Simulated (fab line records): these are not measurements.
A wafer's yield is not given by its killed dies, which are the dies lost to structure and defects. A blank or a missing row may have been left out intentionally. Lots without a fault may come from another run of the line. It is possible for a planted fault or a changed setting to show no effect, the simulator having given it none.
fab line records	flow nand_harc
record lots=6	wafers=18	last_day=32
route steps=1302 shown A_BLC@1130 A_M0@1137 END@1302
lots with no fault: from the same line, run without faults
start_h: the number of hours between the record's first day and the start of the first shown wafer of the lot	wait_h: time in hours since the lot's previous step	" the same as in the row above	L1.1+2: a single row standing in for several wafers	- no value, or no start was given	* or withheld: withheld	< > ~ a bound
route shown NAME@n: NAME is a module with steps in the file, n the number in the route of the first one	usual: mean/standard deviation taken from wafers without a fault	same: alike in all rows	chamber/n: place in a boat	sites: readings site by site	_std_site: how widely they spread, as a standard deviation	_edge_site: outer sites' mean less inner sites'	radius_mm: for every site, how far away it sits from the centre of the wafer	mask NAME#n: copy n	behind: the most recent tool/chamber to have shaped the wafer	hold: why the lot was held/for how many hours/how that ended	device: which transistor (n, p or np) failed to switch	end of line: at the end of the route, the tests of the same wafers	a step given without rows: its recipe and nothing more	killed: count of dies lost to structure and defects at first sort (not the wafer's yield)	map: per-die view of a wafer (x killed, . not killed, _ where there is no die)
set.NAME: setting as actually run; set.NAME@STEP: the setting as run at that earlier step	model.NAME: the simulator's own value behind a step, which no gauge read
certain route steps with their lots: each step a table, each wafer a row
services: a tool's chamber out of use, with start hour (start_h, from the record's first day; less than 0 if before it), hours out, and reason
## steps
# step NHARC_A_BLC_PVD_32
# recipe target_thk_a=50	chamber_pressure_pa=5	power_w=5000	substrate_temp_c=200	time_s=17.7	material=Ti
# usual throttle_valve_pct=30.3/1.4
lot.wafer	tool	chamber	start_h	wait_h	throttle_valve_pct
L463.1	pvd_sputter-02	-	-	-	29.9
L463.2	"	-	"	"	31.0
L463.6	"	-	"	"	32.5
L470.3	pvd_sputter-02	-	-	-	32.2
L470.2	"	-	"	"	31.0
L470.6	"	-	"	"	27.9
L471.4	pvd_sputter-01	-	-	-	32.9
L471.6	"	-	"	"	31.4
L471.5	"	-	"	"	31.2
L481.3	pvd_sputter-01	-	-	-	31.1
L481.4	"	-	"	"	31.0
L481.1	"	-	"	"	32.7
L480.1	pvd_sputter-02	-	-	-	30.1
L480.4	"	-	"	"	28.7
L480.5	"	-	"	"	30.1
L483.3	pvd_sputter-03	-	-	-	30.9
L483.1	"	-	"	"	28.6
L483.5	"	-	"	"	30.9
# step NHARC_A_BLC_ALD_23
# recipe target_thk_a=30	pulse_time_s=1	ald_cycles=150	temp_c=450	material=TiN
# usual heater_power_w=1087/88	precursor_pulse_height_rel=1.000/0.021
lot.wafer	tool	chamber	start_h	wait_h	heater_power_w	precursor_pulse_height_rel
L463.2	ald_metal-04	0	535.51	-	1135	0.964
L463.1	"	2	"	"	986	0.996
L463.6	"	3	"	"	1118	1.037
L470.2	ald_metal-04	3	615.28	-	1139	1.036
L470.3	"	0	"	"	1130	1.003
L470.6	"	1	"	"	1057	0.983
L471.4	ald_metal-02	1	621.25	-	1009	1.015
L471.5	"	0	"	"	1214	1.021
L471.6	"	1	"	"	1037	0.970
L481.1	ald_metal-03	1	692.62	-	1018	1.020
L481.3	"	2	"	"	1132	1.003
L481.4	"	3	"	"	928	1.012
L480.4	ald_metal-04	2	700.30	-	1025	0.985
L480.1	"	0	"	"	1151	1.015
L480.5	"	1	"	"	1086	1.006
L483.1	ald_metal-02	1	734.62	-	1021	0.992
L483.3	"	0	"	"	1219	1.009
L483.5	"	1	"	"	1049	0.983
# step NHARC_A_BLC_CVD_24
# recipe target_thk_a=1500	temp_c=300	pressure_torr=40	wf6_flow_sccm=40	h2_flow_sccm=1600	ar_flow_sccm=1560	time_s=434	material=W
# usual heater_power_w=465/36	throttle_valve_pct=7.96/0.23
lot.wafer	tool	chamber	start_h	wait_h	heater_power_w	throttle_valve_pct
L463.1	cvd_w-02	1	-	-	463	8.30
L463.2	"	0	"	"	417	8.21
L463.6	"	0	"	"	426	7.99
L470.2	cvd_w-02	0	-	-	431	8.03
L470.3	"	1	"	"	450	7.94
L470.6	"	0	"	"	426	7.80
L471.4	cvd_w-01	0	-	-	496	7.60
L471.5	"	1	"	"	529	8.01
L471.6	"	0	"	"	496	7.66
L481.1	cvd_w-01	0	-	-	504	7.81
L481.4	"	1	"	"	526	7.72
L481.3	"	0	"	"	489	7.18
L480.1	cvd_w-02	1	-	-	447	7.77
L480.4	"	1	"	"	449	7.76
L480.5	"	1	"	"	453	7.62
L483.1	cvd_w-02	0	-	-	425	8.36
L483.3	"	1	"	"	452	7.82
L483.5	"	1	"	"	460	8.08
# step NHARC_A_BLC_CMP_25
# recipe t_overpolish_s=30	target_thk_nm=150
# usual motor_current_A=12.3/1.2	overpolish_run_s=29.999/0.0091	retaining_ring_pressure_frac=1.000/0.0059	time_to_endpoint_s=29.9/2.7
lot.wafer	tool	chamber	start_h	wait_h	motor_current_A	overpolish_run_s	retaining_ring_pressure_frac	time_to_endpoint_s
L463.2	cmp-01	0	536.24	0.4	13.6	30.000	0.996	31.8
L463.1	"	1	"	"	12.0	30.010	0.999	30.4
L463.6	"	3	"	"	10.3	29.985	1.003	24.9
L470.2	cmp-02	0	615.97	0.5	12.7	29.990	0.998	24.5
L470.3	"	1	"	"	13.2	30.017	1.009	29.2
L470.6	"	0	"	"	13.9	30.008	1.003	27.2
L471.4	cmp-01	3	622.01	0.3	11.1	30.018	0.993	29.8
L471.6	"	1	"	"	12.0	29.999	0.998	35.8
L471.5	"	2	"	"	14.0	29.994	0.995	34.8
L481.4	cmp-04	3	693.33	0.3	12.4	29.987	1.002	27.1
L481.1	"	1	"	"	10.8	30.009	1.001	25.1
L481.3	"	2	"	"	13.9	30.005	1.000	29.6
L480.1	cmp-01	3	701.01	0.5	10.5	30.011	0.993	27.5
L480.4	"	0	"	"	13.6	30.001	0.999	31.1
L480.5	"	3	"	"	10.6	30.006	1.001	27.8
L483.3	cmp-04	0	735.44	0.2	11.0	29.996	1.000	26.7
L483.1	"	1	"	"	10.5	29.992	1.000	24.9
L483.5	"	0	"	"	11.1	30.002	0.999	27.3
# step NHARC_A_BLC_SRD_27
# step NHARC_A_BLC_INSPECT_28
# usual raw_defect_count=524/140
lot.wafer	tool	chamber	start_h	wait_h	raw_defect_count
L463.1	defect_inspect-02	-	536.62	0.1	486
L463.2	"	-	"	"	523
L463.6	"	-	"	"	497
L470.2	defect_inspect-02	-	616.38	0.1	562
L470.3	"	-	"	"	457
L470.6	"	-	"	"	535
L471.4	defect_inspect-02	-	622.37	0.1	488
L471.5	"	-	"	"	581
L471.6	"	-	"	"	525
L481.1	defect_inspect-02	-	693.73	0.1	839
L481.3	"	-	"	"	499
L481.4	"	-	"	"	579
L480.1	defect_inspect-01	-	701.42	0.1	333
L480.4	"	-	"	"	396
L480.5	"	-	"	"	450
L483.1	defect_inspect-01	-	735.84	0.1	443
L483.3	"	-	"	"	614
L483.5	"	-	"	"	540
# step NHARC_A_M0_DEP_00
# recipe target_thk_a=1500	target_thk_nm=150	temp_c=withheld	pressure_torr=5	flow_sccm=200	rf_w=600	material=SiOC
# step NHARC_A_M0_DEHYDRATE_01
# recipe temp_c=150	time_s=120
# step NHARC_A_M0_HMDS_02
# recipe time_s=30
# step NHARC_A_M0_COAT_33
# recipe temp_c=200	time_s=65
# step NHARC_A_M0_COAT_03
# recipe spin_rpm=1500	resist_thk_nm=90
# step NHARC_A_M0_SOFTBAKE_04
# recipe temp_c=105	time_s=55
# usual heater_power_total_W=188.46/0.13	plate_temp_C=104.98/0.14
lot.wafer	tool	chamber	start_h	wait_h	heater_power_total_W	plate_temp_C
L463.1	litho_track-04	0	537	-	188.44	104.88
L463.2	"	0	"	"	188.45	105.07
L463.6	"	0	"	"	188.45	105.02
L470.2	litho_track-01	0	616	-	183.70	105.03
L470.3	"	0	"	"	183.93	105.00
L470.6	"	0	"	"	183.69	104.91
L471.4	litho_track-01	0	622	-	183.75	104.68
L471.5	"	0	"	"	184.06	105.09
L471.6	"	0	"	"	183.78	105.01
L481.1	litho_track-01	0	694	-	188.43	105.25
L481.3	"	0	"	"	188.26	105.13
L481.4	"	0	"	"	188.45	105.16
L480.1	litho_track-04	0	701	-	188.29	105.04
L480.4	"	0	"	"	188.28	104.97
L480.5	"	0	"	"	188.77	105.26
L483.1	litho_track-01	0	736	-	188.51	104.90
L483.3	"	0	"	"	188.35	105.19
L483.5	"	0	"	"	188.43	105.07
# step NHARC_A_M0_EBR_05
# step NHARC_END_SORT_01
# recipe temp_c=25
# usual defect_limited_yield=91/3.4	killed_at_array=57/24	killed_at_other=0.7/0.94	killed_at_periphery=3.8/2.5	killed_dies=62/23	killed_open=3.1/1.8	killed_short=2.5/1.6
# same gross_dies=677
lot.wafer	tool	chamber	start_h	wait_h	defect_limited_yield[%]	killed_at_array	killed_at_other	killed_at_periphery	killed_dies	killed_open	killed_short
L463.1	prober-02	0	595.63	2.5	91	54	0	6	60	8	1
L463.2	prober-02	0	596.44	2.8	92	52	1	2	55	3	3
L463.6	prober-02	0	599.68	4.1	91	56	1	7	64	4	6
L470.2	prober-02	0	658.41	2.8	96	21	1	6	28	2	1
L470.3	prober-02	0	659.21	3.1	95	27	0	9	36	5	3
L470.6	prober-02	0	661.58	4.0	94	40	2	2	44	3	2
L471.4	prober-02	0	667.81	3.4	87	80	1	4	85	4	2
L471.5	prober-02	0	668.62	3.7	87	82	0	3	85	2	3
L471.6	prober-02	0	669.43	4.0	89	73	0	2	75	4	2
# killed by level:class
L463.1 A_CHANNEL_HOLE_D1:chamber_film_flake=31 A_CHANNEL_HOLE_D2:chamber_film_flake=11 P_ZERO_WELL:chamber_film_flake=3 A_STAIRCASE:chamber_film_flake=3 A_CHANNEL_FILL_D2:geometric_particle:open=2 A_M0:geometric_particle:open=2 P_GATE:geometric_particle:open=1 P_CONTACT:geometric_particle:open=1
L463.2 A_CHANNEL_HOLE_D1:chamber_film_flake=36 A_CHANNEL_HOLE_D2:chamber_film_flake=8 A_CHANNEL_FILL_D2:geometric_particle:open=2 A_ONON_D1:geometric_particle:open=1 A_CHANNEL_FILL_D1:geometric_particle:short=1 A_ONON_D2:geometric_particle:short=1 A_CHANNEL_FILL_D2:geometric_particle:short=1 P_ZERO_WELL:chamber_film_flake=1
L463.6 A_CHANNEL_HOLE_D1:chamber_film_flake=32 A_CHANNEL_HOLE_D2:chamber_film_flake=7 A_STAIRCASE:chamber_film_flake=5 A_CONTACT:chamber_film_flake=4 P_CONTACT:geometric_particle:open=2 A_DECK1_JOINT:geometric_particle:short=2 P_ZERO_WELL:chamber_film_flake=2 P_STI:chamber_film_flake=2
L470.2 A_CHANNEL_HOLE_D2:chamber_film_flake=10 A_CONTACT:chamber_film_flake=6 P_ZERO_WELL:chamber_film_flake=2 A_STAIRCASE:chamber_film_flake=2 P_GATE:geometric_particle:short=1 A_ONON_D1:geometric_particle:open=1 A_CHANNEL_FILL_D2:geometric_particle:open=1 P_STI:chamber_film_flake=1
L470.3 A_CHANNEL_HOLE_D2:chamber_film_flake=13 P_BONDPAD:chamber_film_flake=4 A_CHANNEL_HOLE_D1:chamber_film_flake=3 P_ZERO_WELL:chamber_film_flake=2 A_STAIRCASE:chamber_film_flake=2 A_CONTACT:chamber_film_flake=2 P_GATE:geometric_particle:open=1 P_CONTACT:geometric_particle:open=1
L470.6 A_CHANNEL_HOLE_D2:chamber_film_flake=13 A_CONTACT:chamber_film_flake=8 A_CHANNEL_HOLE_D1:chamber_film_flake=6 A_STAIRCASE:chamber_film_flake=5 THIN_TSV:chamber_film_flake=2 P_GATE:geometric_particle:short=1 A_ONON_D1:geometric_particle:open=1 A_ONON_D2:geometric_particle:open=1
L471.4 A_SLIT:chamber_film_flake=34 A_CHANNEL_HOLE_D1:chamber_film_flake=32 A_WL_FILL:chamber_film_flake=3 A_CHANNEL_HOLE_D2:unspecified=2 A_ONON_D1:geometric_particle:open=1 A_ONON_D2:geometric_particle:open=1 A_SGD_CUT:geometric_particle:short=1 A_WL_FILL:geometric_particle:open=1
L471.5 A_CHANNEL_HOLE_D1:chamber_film_flake=38 A_SLIT:chamber_film_flake=30 A_CONTACT:chamber_film_flake=3 A_ZERO_WELL:chamber_film_flake=2 A_CHANNEL_HOLE_D2:chamber_film_flake=2 A_CHANNEL_FILL_D1:geometric_particle:open=1 A_CHANNEL_FILL_D1:geometric_particle:short=1 A_ONON_D2:geometric_particle:short=1
L471.6 A_SLIT:chamber_film_flake=38 A_CHANNEL_HOLE_D1:chamber_film_flake=20 A_WL_FILL:chamber_film_flake=4 P_CONTACT:geometric_particle:open=2 A_CONTACT:chamber_film_flake=2 A_CHANNEL_HOLE_D2:chamber_film_flake=2 A_CHANNEL_HOLE_D2:geometric_particle:short=1 A_CONTACT:geometric_particle:short=1
## services
tool	chamber	start_h	hours	kind
cmp-01	-	515.90	1.7	repair
cmp-01	-	528.11	1.0	repair
ald_metal-04	3	543.69	6.5	repair
ald_metal-02	2	546.36	18.4	repair
cvd_w-01	-	547.00	13.0	pm
pvd_sputter-02	-	550.72	7.4	repair
litho_track-04	-	553.00	7.0	pm
cmp-04	-	571.21	1.9	repair
cmp-01	-	579.10	4.0	pm
pvd_sputter-01	-	582.28	10.0	pm
cmp-01	-	606.66	0.7	repair
cmp-01	-	625.58	0.6	repair
cvd_w-02	-	631.00	13.0	pm
pvd_sputter-02	-	638.02	10.0	pm
ald_metal-04	-	652.00	10.0	pm
pvd_sputter-02	-	652.07	4.9	repair
cmp-01	-	653.62	1.1	repair
ald_metal-04	3	666.74	8.1	repair
ald_metal-04	1	671.31	3.1	repair
cmp-01	-	677.02	0.3	repair
litho_track-01	-	680.00	7.0	pm
cmp-01	-	705.74	2.6	repair
ald_metal-04	-	715.14	0.5	repair
ald_metal-04	1	720.80	25.7	repair
## key
first_sign step=NHARC_A_M0_SOFTBAKE_04	reading=heater_power_total_W	direction=down	sigmas=35	usual=*	struck=*
effect none on later readings
met_at NHARC_A_M0_SOFTBAKE_04
struck_wafers L470.2,L470.3,L470.6,L471.4,L471.5,L471.6
fault kind=process_parameter_drift	tool=litho_track-01	chamber=-	onset_h=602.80	steps=NHARC_A_M0_SOFTBAKE_04	channel=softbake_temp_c	offset=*	shape=step	end_h=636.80	acts_in=*	stated=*
